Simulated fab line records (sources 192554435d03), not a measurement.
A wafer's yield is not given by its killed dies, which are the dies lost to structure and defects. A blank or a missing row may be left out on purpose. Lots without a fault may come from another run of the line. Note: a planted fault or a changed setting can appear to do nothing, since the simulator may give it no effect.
Which tool is to blame?	flow n5 finfet	72 wafers from 24 lots sampled at 6 of the route's 1938 steps

WHAT EACH GAUGE READ, for each wafer
N5_BEOL_M2_INSPECT_59: inspects for defects (darkfield). Usual: raw defect count reads 77 (standard deviation 26).
lot	measured	on	raw defect count	flag
L074	day 7 05:19	defect inspect-02	71 58 62	
L075	day 7 05:40	defect inspect-01	60 53 71	
L077	day 8 17:43	defect inspect-01	72 122 73	
L078	day 9 18:34	defect inspect-02	45 44 56	
L083	day 9 22:03	defect inspect-02	82 61 61	
L076	day 9 22:18	defect inspect-01	85 72 112	
L080	day 9 22:31	defect inspect-01	57 87 56	
L079	day 10 00:56	defect inspect-01	99 65 63	
L081	day 10 01:14	defect inspect-01	101 112 122	
L082	day 10 08:29	defect inspect-01	118 80 110	
L084	day 10 10:34	defect inspect-01	66 110 108	
L085	day 10 12:26	defect inspect-02	81 75 74	
L088	day 10 15:04	defect inspect-02	47 107 61	
L086	day 10 15:16	defect inspect-01	70 109 71	
L087	day 10 20:26	defect inspect-02	54 83 38	
L089	day 11 05:37	defect inspect-02	55 95 96	
L090	day 11 16:53	defect inspect-02	67 66 88	
L091	day 12 03:02	defect inspect-02	38 46 63	
L092	day 12 08:47	defect inspect-02	49 84 71	
L093	day 12 15:21	defect inspect-01	60 78 59	
L094	day 12 17:24	defect inspect-01	70 96 93	
L095	day 12 20:34	defect inspect-01	90 95 125	
L096	day 13 06:25	defect inspect-02	56 71 73	
L097	day 13 12:44	defect inspect-02	78 98 43	

N5_BEOL_M3_CD_MEAS_28: target cd 25.7 nm, target cd y 23.3 nm. Usual: cd nm reads 25.68 nm (standard deviation 0.23).
lot	measured	on	cd nm (nm)	flag
L074	day 7 07:10	cd sem-03	25.70 25.21 25.39	
L075	day 7 07:26	cd sem-01	25.73 25.50 25.41	
L077	day 8 19:56	cd sem-03	25.40 25.51 25.43	
L078	day 9 20:39	cd sem-01	25.54 25.54 25.35	
L083	day 10 01:55	cd sem-03	25.42 25.62 25.89	
L076	day 10 01:44	cd sem-01	25.30 25.70 25.57	
L080	day 10 01:59	cd sem-03	25.64 25.51 26.02	
L079	day 10 02:32	cd sem-02	25.72 25.75 25.79	
L081	day 10 04:58	cd sem-03	25.83 26.37 25.27	
L082	day 10 10:38	cd sem-03	25.98 25.29 25.89	
L084	day 10 12:46	cd sem-03	25.70 25.83 25.71	
L085	day 10 16:18	cd sem-03	25.57 25.34 25.79	
L088	day 10 17:21	cd sem-01	25.38 25.97 25.69	
L086	day 10 17:33	cd sem-03	25.37 25.80 25.86	
L087	day 10 23:57	cd sem-02	25.62 25.69 25.46	
L089	day 11 09:22	cd sem-02	25.56 25.59 25.58	
L090	day 11 19:44	cd sem-01	25.75 26.07 25.56	
L091	day 12 05:32	cd sem-01	25.92 25.41 25.87	
L092	day 12 12:41	cd sem-01	25.47 25.66 25.54	
L093	day 12 18:14	cd sem-03	25.30 25.64 26.03	
L094	day 12 18:52	cd sem-02	25.52 25.86 26.13	
L095	day 12 22:47	cd sem-01	25.48 26.02 25.80	
L096	day 13 08:23	cd sem-03	25.53 25.84 25.72	
L097	day 13 14:19	cd sem-01	25.88 25.60 25.77	

TOOL THAT RAN EACH LOT (tool first, then ch and the chambers of the sampled wafers, then the start)
lot	N5_BEOL_M2_ALD_84	N5_BEOL_M2_SPUTTER_88	N5_BEOL_M2_SPUTTER_96	N5_BEOL_M3_STRIP_66
L074	ald metal-01 ch 0,1,3, day 7 01:52	pvd sputter-03, day 7 03:22	pvd sputter-03, day 7 04:14	rie diel-05 ch 0,2, day 7 06:32
L075	ald metal-02 ch 0,1,2, day 7 02:04	pvd sputter-02, day 7 03:41	pvd sputter-02, day 7 04:34	rie diel-01 ch 0,1, day 7 06:46
L077	ald metal-04 ch 1,3, day 8 14:22	pvd sputter-02, day 8 15:44	pvd sputter-02, day 8 16:37	rie diel-06 ch 0,1,2, day 8 19:08
L078	ald metal-02 ch 1,3, day 9 13:31	pvd sputter-02, day 9 16:37	pvd sputter-02, day 9 17:30	rie diel-06 ch 0,2, day 9 19:59
L083	ald metal-04 ch 1,2, day 9 18:42	pvd sputter-02, day 9 20:06	pvd sputter-02, day 9 20:59	rie diel-06 ch 1,3, day 10 01:02
L076	ald metal-02 ch 0,1,3, day 9 18:50	pvd sputter-03, day 9 20:12	pvd sputter-03, day 9 21:05	rie diel-05 ch 1,2, day 10 01:04
L080	ald metal-02 ch 0,2,3, day 9 19:02	pvd sputter-01, day 9 20:33	pvd sputter-01, day 9 21:26	rie diel-01 ch 0,1,3, day 10 01:07
L079	ald metal-04 ch 0,1,3, day 9 21:32	pvd sputter-02, day 9 22:59	pvd sputter-02, day 9 23:52	rie diel-01 ch 0,1,3, day 10 01:53
L081	ald metal-04 ch 1,2,3, day 9 21:45	pvd sputter-03, day 9 23:16	pvd sputter-03, day 10 00:08	rie diel-01 ch 0,2,3, day 10 04:16
L082	ald metal-02 ch 0,3, day 10 04:33	pvd sputter-01, day 10 06:32	pvd sputter-01, day 10 07:25	rie diel-01 ch 2,3, day 10 09:59
L084	ald metal-02 ch 0,3, day 10 05:11	pvd sputter-01, day 10 08:37	pvd sputter-01, day 10 09:29	rie diel-01 ch 0,2,3, day 10 12:14
L085	ald metal-01 ch 0,1,3, day 10 08:40	pvd sputter-03, day 10 10:26	pvd sputter-03, day 10 11:19	rie diel-06 ch 1,2,3, day 10 15:38
L088	ald metal-02 ch 0,2,3, day 10 11:45	pvd sputter-02, day 10 13:06	pvd sputter-02, day 10 13:59	rie diel-05 ch 0,2,3, day 10 16:47
L086	ald metal-01 ch 1,2,3, day 10 11:48	pvd sputter-01, day 10 13:08	pvd sputter-01, day 10 14:01	rie diel-05 ch 0,2,3, day 10 17:01
L087	ald metal-02 ch 1,2,3, day 10 16:26	pvd sputter-02, day 10 18:02	pvd sputter-02, day 10 18:55	rie diel-01 ch 0,2,3, day 10 23:17
L089	ald metal-01 ch 1,2, day 11 02:12	pvd sputter-02, day 11 03:40	pvd sputter-02, day 11 04:32	rie diel-06 ch 2,3, day 11 08:40
L090	ald metal-02 ch 0,2,3, day 11 13:08	pvd sputter-01, day 11 14:28	pvd sputter-01, day 11 15:21	rie diel-06 ch 0,1,2, day 11 19:11
L091	ald metal-02 ch 1,3, day 11 23:19	pvd sputter-03, day 12 01:04	pvd sputter-03, day 12 01:57	rie diel-06 ch 0,2, day 12 04:53
L092	ald metal-01 ch 0,1, day 12 04:45	pvd sputter-03, day 12 06:43	pvd sputter-03, day 12 07:35	rie diel-01 ch 0,3, day 12 12:01
L093	ald metal-01 ch 0,1, day 12 11:47	pvd sputter-02, day 12 13:23	pvd sputter-02, day 12 14:16	rie diel-01 ch 1,3, day 12 17:24
L094	ald metal-01 ch 0,1, day 12 12:39	pvd sputter-02, day 12 15:26	pvd sputter-02, day 12 16:19	rie diel-05 ch 1,2, day 12 18:20
L095	ald metal-04 ch 1,2, day 12 17:09	pvd sputter-01, day 12 18:35	pvd sputter-01, day 12 19:28	rie diel-05 ch 0,1,3, day 12 22:13
L096	ald metal-01 ch 0,2, day 13 01:23	pvd sputter-03, day 13 04:27	pvd sputter-03, day 13 05:20	rie diel-05 ch 0,1, day 13 07:43
L097	ald metal-02 ch 0,2,3, day 13 07:12	pvd sputter-01, day 13 10:32	pvd sputter-01, day 13 11:25	rie diel-05 ch 0,2,3, day 13 13:39
- N5_BEOL_M2_ALD_84: deposits TaN, pulse time 2 s, purge time 3 s, co reactant purge time 2 s.
- N5_BEOL_M2_SPUTTER_88: material Cu, target thk 4.5 nm, time 8.29 s.
- N5_BEOL_M2_SPUTTER_96: material Cu, target thk 4.5 nm, time 8.29 s.
- N5_BEOL_M3_STRIP_66: strips in CF4.

WHAT THE TOOLS THEMSELVES READ (means of the sampled wafers that have a number; where no wafer has one, the mark that the record gives instead)
N5_BEOL_M2_ALD_84. Usual: heater power w 410 W, standard deviation 30; mfc carrier sccm 1500 sccm, standard deviation 4.7.
lot	tool	heater power w (W)	mfc carrier sccm (sccm)	flag
L074	ald metal-01	424	1501	
L075	ald metal-02	399	1497	
L077	ald metal-04	389	1506	
L078	ald metal-02	374	1504	
L083	ald metal-04	402	1501	
L076	ald metal-02	384	1502	
L080	ald metal-02	405	1503	
L079	ald metal-04	395	1501	
L081	ald metal-04	402	1497	
L082	ald metal-02	396	1499	
L084	ald metal-02	391	1501	
L085	ald metal-01	434	1501	
L088	ald metal-02	406	1501	
L086	ald metal-01	433	1503	
L087	ald metal-02	398	1497	
L089	ald metal-01	452	1498	
L090	ald metal-02	399	1500	
L091	ald metal-02	374	1495	
L092	ald metal-01	436	1501	
L093	ald metal-01	439	1504	
L094	ald metal-01	439	1498	
L095	ald metal-04	399	1509	
L096	ald metal-01	441	1499	
L097	ald metal-02	410	1504	

N5_BEOL_M2_SPUTTER_88. Usual: throttle valve pct reads 30.0 % (standard deviation 1.4).
lot	tool	throttle valve pct (%)	flag
L074	pvd sputter-03	28.6	
L075	pvd sputter-02	31.0	
L077	pvd sputter-02	29.1	
L078	pvd sputter-02	31.2	
L083	pvd sputter-02	30.6	
L076	pvd sputter-03	28.6	
L080	pvd sputter-01	30.6	
L079	pvd sputter-02	30.1	
L081	pvd sputter-03	28.6	
L082	pvd sputter-01	30.6	
L084	pvd sputter-01	31.4	
L085	pvd sputter-03	28.9	
L088	pvd sputter-02	30.1	
L086	pvd sputter-01	30.0	
L087	pvd sputter-02	29.6	
L089	pvd sputter-02	30.2	
L090	pvd sputter-01	30.6	
L091	pvd sputter-03	28.5	
L092	pvd sputter-03	29.3	
L093	pvd sputter-02	30.6	
L094	pvd sputter-02	30.1	
L095	pvd sputter-01	31.6	
L096	pvd sputter-03	29.1	
L097	pvd sputter-01	32.1	

N5_BEOL_M2_SPUTTER_96. Usual: throttle valve pct reads 30.0 % (standard deviation 1.3).
lot	tool	throttle valve pct (%)	flag
L074	pvd sputter-03	28.5	
L075	pvd sputter-02	31.0	
L077	pvd sputter-02	29.5	
L078	pvd sputter-02	31.3	
L083	pvd sputter-02	30.4	
L076	pvd sputter-03	28.7	
L080	pvd sputter-01	30.6	
L079	pvd sputter-02	30.0	
L081	pvd sputter-03	28.8	
L082	pvd sputter-01	30.6	
L084	pvd sputter-01	31.2	
L085	pvd sputter-03	28.9	
L088	pvd sputter-02	30.1	
L086	pvd sputter-01	30.0	
L087	pvd sputter-02	29.6	
L089	pvd sputter-02	30.1	
L090	pvd sputter-01	30.8	
L091	pvd sputter-03	28.5	
L092	pvd sputter-03	29.4	
L093	pvd sputter-02	30.6	
L094	pvd sputter-02	30.2	
L095	pvd sputter-01	31.4	
L096	pvd sputter-03	29.2	
L097	pvd sputter-01	32.1	

N5_BEOL_M3_STRIP_66. Usual: drypump motor current A 5.74 A, standard deviation 0.28; oes product au 0.77 a.u., standard deviation 0.073; rf vpp V 270.8 V, standard deviation 1.6; showerhead plenum p Torr 1.78 Torr, standard deviation 0.059; throttle valve pct 13.56 %, standard deviation 0.27.
lot	tool	drypump motor current A (A)	oes product au (a.u.)	rf vpp V (V)	showerhead plenum p Torr (Torr)	throttle valve pct (%)	flag
L074	rie diel-05	5.74	0.73	271.5	1.78	13.82	
L075	rie diel-01	5.83	0.84	270.8	1.76	13.18	
L077	rie diel-06	6.04	0.73	270.7	1.77	13.59	
L078	rie diel-06	5.98	0.74	271.2	1.77	13.63	
L083	rie diel-06	5.98	0.76	270.5	1.78	13.57	
L076	rie diel-05	5.34	0.71	269.0	1.74	13.97	
L080	rie diel-01	5.85	0.85	270.9	1.79	13.25	
L079	rie diel-01	5.86	0.85	271.2	1.79	13.26	
L081	rie diel-01	5.73	0.80	271.4	1.80	13.36	
L082	rie diel-01	5.71	0.77	272.5	1.83	13.57	
L084	rie diel-01	5.73	0.81	272.1	1.80	13.37	
L085	rie diel-06	5.87	0.76	270.7	1.78	13.62	
L088	rie diel-05	5.72	0.74	270.3	1.76	13.70	
L086	rie diel-05	5.74	0.74	269.8	1.76	13.71	
L087	rie diel-01	5.72	0.80	271.3	1.80	13.39	
L089	rie diel-06	5.61	0.79	272.7	1.84	13.65	
L090	rie diel-06	6.07	0.72	269.9	1.77	13.63	
L091	rie diel-06	5.96	0.73	270.5	1.77	13.68	
L092	rie diel-01	5.80	0.85	270.5	1.80	13.23	
L093	rie diel-01	5.93	0.85	271.9	1.82	13.32	
L094	rie diel-05	5.53	0.88	270.1	1.75	13.64	
L095	rie diel-05	5.58	0.74	269.7	1.75	13.69	
L096	rie diel-05	5.38	0.70	269.6	1.74	13.93	
L097	rie diel-05	5.72	0.81	270.1	1.76	13.55	

THE ANSWER, worked out from the rows above alone
Rule: lot off if the mean of its wafers having a number is beyond 3 standard deviations from the usual mean. Also off: a lot with no number at a reading for which 4 or more lots have one. All remaining lots with rows at the step are treated as sound. First the gauges in route order, then the tools' own readings, where a lot's mean is used as printed above. The first step at which some lot is off is used, and at that step the reading that is off furthest; a lot without a number counts as furthest.
No lot is off on any of the readings shown, so nothing can be concluded from this.

WHAT THE SIMULATOR HAD PUT IN
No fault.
